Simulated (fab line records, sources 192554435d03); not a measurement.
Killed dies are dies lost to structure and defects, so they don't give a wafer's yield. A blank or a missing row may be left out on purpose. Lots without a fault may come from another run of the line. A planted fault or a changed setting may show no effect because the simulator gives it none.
Chamber matching | flow n5_finfet | N5_BEOL_M3_STRIP_19 on rie_diel-06: 4 sister chambers
The step strips in O2. 27 wafers are shown with their chamber, then 12 later ones without.

WAFERS WITH THEIR CHAMBER
wafer  | chamber | throttle_valve_pct (%) | drypump_motor_current_A (A) | showerhead_plenum_p_Torr (Torr)
L075.2 | 1       | 16.74                  | 5.3                         | 2.12
L075.3 | 3       | 16.93                  | 6.0                         | 1.99
L075.5 | 1       | 16.75                  | 5.3                         | 2.12
L076.1 | 0       | 17.09                  | 5.3                         | 2.08
L076.2 | 2       | 16.59                  | 5.4                         | 2.04
L076.5 | 1       | 16.72                  | 5.3                         | 2.11
L077.1 | 2       | 16.61                  | 5.5                         | 2.04
L077.2 | 0       | 17.10                  | 5.4                         | 2.08
L077.5 | 1       | 16.73                  | 5.3                         | 2.11
L078.1 | 1       | 16.75                  | 5.3                         | 2.11
L078.4 | 3       | 16.94                  | 6.0                         | 1.99
L078.6 | 1       | 16.75                  | 5.3                         | 2.11
L080.1 | 0       | 17.11                  | 5.4                         | 2.08
L080.3 | 2       | 16.59                  | 5.5                         | 2.04
L080.4 | 3       | 16.95                  | 6.0                         | 1.99
L079.2 | 1       | 16.73                  | 5.3                         | 2.11
L079.3 | 3       | 16.94                  | 6.0                         | 1.99
L079.4 | 2       | 16.60                  | 5.5                         | 2.04
L083.1 | 1       | 16.75                  | 5.3                         | 2.11
L083.3 | 2       | 16.61                  | 5.5                         | 2.03
L083.4 | 0       | 17.11                  | 5.4                         | 2.08
L084.1 | 3       | 16.97                  | 6.0                         | 1.98
L084.3 | 2       | 16.61                  | 5.5                         | 2.03
L084.6 | 3       | 16.96                  | 6.0                         | 1.98
L086.3 | 3       | 16.96                  | 6.0                         | 1.98
L086.4 | 1       | 16.78                  | 5.3                         | 2.11
L086.5 | 2       | 16.64                  | 5.5                         | 2.03

SIGNATURES (means of the wafers above)
reading                  | chamber 0 | chamber 1 | chamber 2 | chamber 3 | scatter within a chamber
throttle_valve_pct       | 17.1025   | 16.7444   | 16.6071   | 16.9500   | 0.0157
drypump_motor_current_A  | 5.375     | 5.300     | 5.486     | 6.000     | 0.0264
showerhead_plenum_p_Torr | 2.0800    | 2.1122    | 2.0357    | 1.9857    | 0.00466
Rule: a wafer's distance from a chamber is the root of the sum, over the readings, of the square of ((its reading less the chamber's mean) divided by the reading's scatter). The wafer belongs to the nearest chamber; if the next one is less than 2 further off, it can't be placed. The scatter: the root of (the sum of the squares of (reading less its chamber's mean) over the shown wafers, divided by (wafers less chambers)).

WAFERS WITHOUT THEIR CHAMBER
wafer  | throttle_valve_pct (%) | drypump_motor_current_A (A) | showerhead_plenum_p_Torr (Torr)
L088.1 | 16.64                  | 5.5                         | 2.03
L088.3 | 17.11                  | 5.4                         | 2.07
L088.6 | 16.98                  | 6.0                         | 1.98
L089.1 | 16.78                  | 5.3                         | 2.11
L089.3 | 16.99                  | 6.0                         | 1.98
L089.5 | 16.65                  | 5.5                         | 2.03
L092.4 | 17.13                  | 5.4                         | 2.07
L092.5 | 16.66                  | 5.5                         | 2.03
L092.6 | 16.80                  | 5.3                         | 2.10
L095.1 | 16.80                  | 5.3                         | 2.10
L095.4 | 17.00                  | 6.0                         | 1.98
L095.5 | 17.14                  | 5.4                         | 2.07

WHICH CHAMBER EACH WENT THROUGH
wafer  | from the rows above | in truth
L088.1 | 2                   | 2
L088.3 | 0                   | 0
L088.6 | 3                   | 3
L089.1 | 1                   | 1
L089.3 | 3                   | 3
L089.5 | 2                   | 2
L092.4 | 0                   | 0
L092.5 | 2                   | 2
L092.6 | 1                   | 1
L095.1 | 1                   | 1
L095.4 | 3                   | 3
L095.5 | 0                   | 0
Placed correctly: 12 of 12. Can't be placed from these rows: 0. Placed wrongly: 0.
